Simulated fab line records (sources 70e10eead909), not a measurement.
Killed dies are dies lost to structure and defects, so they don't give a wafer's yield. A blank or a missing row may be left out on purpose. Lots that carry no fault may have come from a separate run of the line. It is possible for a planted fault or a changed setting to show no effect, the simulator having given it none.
Which of the tools did it? | flow nand_harc | 7 lots, 20 wafers sampled, at 2 steps of a route of 1159

== WHAT THE GAUGES SHOWED, per wafer ==
NHARC_A_START_INSPECT_01.
lot  | measured     | on                | raw_defect_count
L695 | day 6 14:17  | defect_inspect-02 | 3 2 5
L697 | day 7 06:51  | defect_inspect-01 | 3 5 8
L699 | day 7 17:25  | defect_inspect-01 | 7 3 3
L704 | day 8 17:33  | defect_inspect-02 | 1 4
L711 | day 10 09:52 | defect_inspect-02 | 4 6 6
L714 | day 11 12:11 | defect_inspect-01 | 2 2 3
L718 | day 12 09:49 | defect_inspect-01 | 3 0 3

== WHICH TOOL RAN EACH LOT (tool, then ch and the chambers of the sampled wafers, then the start) ==
lot  | NHARC_P_BONDPAD_ANNEAL_28
L695 | rtp_anneal-02 ch 0, day 6 13:00
L697 | rtp_anneal-01 ch 0, day 7 05:32
L699 | rtp_anneal-02 ch 0, day 7 16:04
L704 | rtp_anneal-01 ch 0, day 8 16:18
L711 | rtp_anneal-01 ch 0, day 10 08:30
L714 | rtp_anneal-01 ch 0, day 11 10:48
L718 | rtp_anneal-01 ch 0, day 12 08:32
- NHARC_P_BONDPAD_ANNEAL_28: time 90 s.

== THE ANSWER, worked out from the rows above alone ==
Rule: the lots themselves supply what counts as usual. Put in order of their means at a reading, lots are off if they are a third of the lots or fewer, leave a main group of 4 or more, and stand apart from it by a gap of 3 or more times the standard deviation of the main group's means; of several such gaps the widest counts. Not used: any main group whose means are identical at the precision the tables above print for the reading. A lot without any number at a reading at which 4 lots or more have one is off too. All remaining lots with rows at the step are treated as sound.
Across all readings shown, no lot is off: no conclusion can be drawn from this.

== WHAT THE SIMULATOR PUT IN ==
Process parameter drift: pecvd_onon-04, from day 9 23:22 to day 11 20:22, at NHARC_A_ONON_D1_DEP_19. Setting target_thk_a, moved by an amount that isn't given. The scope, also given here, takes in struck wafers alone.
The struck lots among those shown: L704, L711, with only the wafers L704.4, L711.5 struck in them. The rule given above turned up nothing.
